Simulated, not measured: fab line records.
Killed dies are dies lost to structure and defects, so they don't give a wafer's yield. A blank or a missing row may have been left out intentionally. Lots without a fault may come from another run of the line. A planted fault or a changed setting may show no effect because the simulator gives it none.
Comparing a struck lot with a sound one ; flow n5Finfet ; 36 steps out of a route of 1938
Sound: these wafers, L613.3, L613.4, L613.6. Struck: wafer L603.2 (left out: L603.5, a lot-mate that was not struck); the cause follows at the end.
Per side, at each step with rows, come the tool, then ch with its chambers, and then its first start. Under that, the readings that differ: sound wafers ; struck wafers ; difference of the means ; sigmas: that difference in standard deviations of wafers without a fault.
alike: words and numbers the same on both sides, and readings whose means are apart by under 2 such deviations; not compared: readings that were withheld, readings missing a value for some wafer, numbers with overlapping values and no deviation given by the record, and bounds like >300 which may hide the same value.
A row with sigmas, a row that says differs or no value, or rows on one side alone: a step with any of these is where the two part. Numbers that have no deviation but don't overlap get no sigmas and don't part them. Lack of a reading on every wafer of one side parts them only where that side has two or more wafers.

first, 9 steps without rows for these wafers: N5_PMOS_HMC_CHANNEL_EPI_EXPOSE_06 (exposes mask PMOS HMC BLK, target cd 240 nm); N5_PMOS_HMC_CHANNEL_EPI_PEB_07 (peb time 60 s); N5_PMOS_HMC_CHANNEL_EPI_DEVELOP_08 (develop time 30 s); N5_PMOS_HMC_CHANNEL_EPI_DESCUM_14 (chemistry O2, time 7.9 s); N5_PMOS_HMC_CHANNEL_EPI_ETCH_32 (etches BARC in N2/H2, stops on SiO2, target depth 85.8 nm, time 50.3 s); N5_PMOS_HMC_CHANNEL_EPI_HM_OPEN_15 (chemistry CHF3/O2, target SiO2, target depth 40.6 nm, time 20.3 s); N5_PMOS_HMC_CHANNEL_EPI_STRIP_33 (strips in N2/H2); N5_PMOS_HMC_CHANNEL_EPI_STRIP_17 (strips in SPM, time 750 s); N5_PMOS_HMC_CHANNEL_EPI_ETCH_38 (etches SiO2 in CF4, target depth 1.5 nm).
N5_PMOS_HMC_CHANNEL_EPI_FIN_RECESS_16: chemistry HBr/Cl2, target Si, target depth 54 nm, time 18 s.
  sound on rieSi-06 ch 0,1,3, day 6 07:34; struck on rieSi-03 ch 1, day 3 17:50
reading;sound;struck;difference;sigmas
model.etch.depthNm (nm);55.65 54.77 54.87;48.61;-6.49;
model.PMOS_HMC_CHANNEL_EPI.featureDepthNm (nm);55.65 54.77 54.87;48.61;-6.49;
  alike: drypumpMotorCurrentA, oesProductAu, throttleValvePct
  not compared: rfFwdPowerW, rfHoursCounterH
then, 7 steps without rows for these wafers: N5_PMOS_HMC_CHANNEL_EPI_PRECLEAN_36 (cleans in O3/DIW, time 45 s); N5_PMOS_HMC_CHANNEL_EPI_PRECLEAN_18 (cleans in DHF, time 30 s); N5_PMOS_HMC_CHANNEL_EPI_SRD_19 (time 30 s); N5_PMOS_HMC_CHANNEL_EPI_EPI_20 (deposits SiGe30, target thk 59 nm); N5_PMOS_HMC_CHANNEL_EPI_HM_STRIP_35 (strips SiO2 in dHF, material SiO2, target depth 39.6 nm, time 216 s); N5_PMOS_HMC_CHANNEL_EPI_SRD_39 (time 30 s); N5_PMOS_HMC_CHANNEL_EPI_CMP_21 (polishes SiGe30, target thk 54 nm).
N5_PMOS_HMC_CHANNEL_EPI_THK_MEAS_22:
  struck on filmMetro-02, day 3 19:49; sound on filmMetro-02, day 6 09:23
reading;sound;struck;difference;sigmas
HMC_CMP_THK (nm);55.5 54.7 54.8;48.4;-6.6;-6
then, 17 steps without rows for these wafers: N5_PMOS_HMC_CHANNEL_EPI_PRECLEAN_40 (cleans in DHF, time 30 s); N5_PMOS_HMC_CHANNEL_EPI_PRECLEAN_37 (cleans in O3/DIW, time 45 s); N5_PMOS_HMC_CHANNEL_EPI_PRECLEAN_24 (cleans in DHF, time 30 s); N5_PMOS_HMC_CHANNEL_EPI_SRD_25 (time 30 s); N5_PMOS_HMC_CHANNEL_EPI_EPI_26 (deposits Si from SiH4/H2, target thk 3.8 nm, time 22.7 s); N5_FIN_SAQP_PRECLEAN_42 (cleans in O3/DIW, time 60 s); N5_FIN_SAQP_PRECLEAN_00 (cleans in SC1, time 60 s); N5_FIN_SAQP_PRECLEAN_44 (cleans in SC2, time 45 s); N5_FIN_SAQP_SRD_01 (time 30 s); N5_FIN_SAQP_ALD_61 (deposits SiO2, target thk 4 nm, pulse time 1 s, purge time 2 s); N5_FIN_SAQP_DENSIFY_62 (time 60 s); N5_FIN_SAQP_HM_DEP_03 (deposits SiNx from SiH4/NH3/N2, target thk 38 nm, time 33.6 s); N5_FIN_SAQP_PECVD_47 (deposits a-Si from SiH4/He, target thk 45 nm, time 36.3 s); N5_FIN_SAQP_PECVD_48 (deposits SiNx from SiH4/NH3/N2, target thk 25 nm, time 22.1 s); N5_FIN_SAQP_PECVD_06 (deposits a-Si from SiH4/He, target thk 60 nm, time 48.1 s); N5_FIN_SAQP_HM_DEP_72 (deposits SiO2 from SiH4/N2O, target thk 12 nm, time 7.2 s); N5_FIN_SAQP_COAT_49 (time 60 s, resist thk 100 nm).
-- record jumps: 6 days separate the struck wafers' starts on either side; left off in module FIN_SAQP, taken up again in module BEOL_M4, whose first shown step is the route's number 1111 --
N5_BEOL_M4_RC_MEAS_101:
  sound on prober-01 ch 0, day 12 04:46; struck on prober-02 ch 0, day 9 20:08
reading;sound;struck;difference;sigmas
CJ_P;5.48 5.74 5.71;6.52;+0.88;+4
DIBL_N (mV/V);39.5 38.2 36.8;34.8;-3.4;-2
ION_P (uA/um);484 483 468;462;-16;-2
  alike: DIBL_P, IOFF_N, IOFF_P, ION_N, SS_N, SS_P, VT_N, VT_P

WHERE THEY PART
At N5_PMOS_HMC_CHANNEL_EPI_THK_MEAS_22 first; at N5_BEOL_M4_RC_MEAS_101 last (within this record only).

WHY: what had been put in by the simulator
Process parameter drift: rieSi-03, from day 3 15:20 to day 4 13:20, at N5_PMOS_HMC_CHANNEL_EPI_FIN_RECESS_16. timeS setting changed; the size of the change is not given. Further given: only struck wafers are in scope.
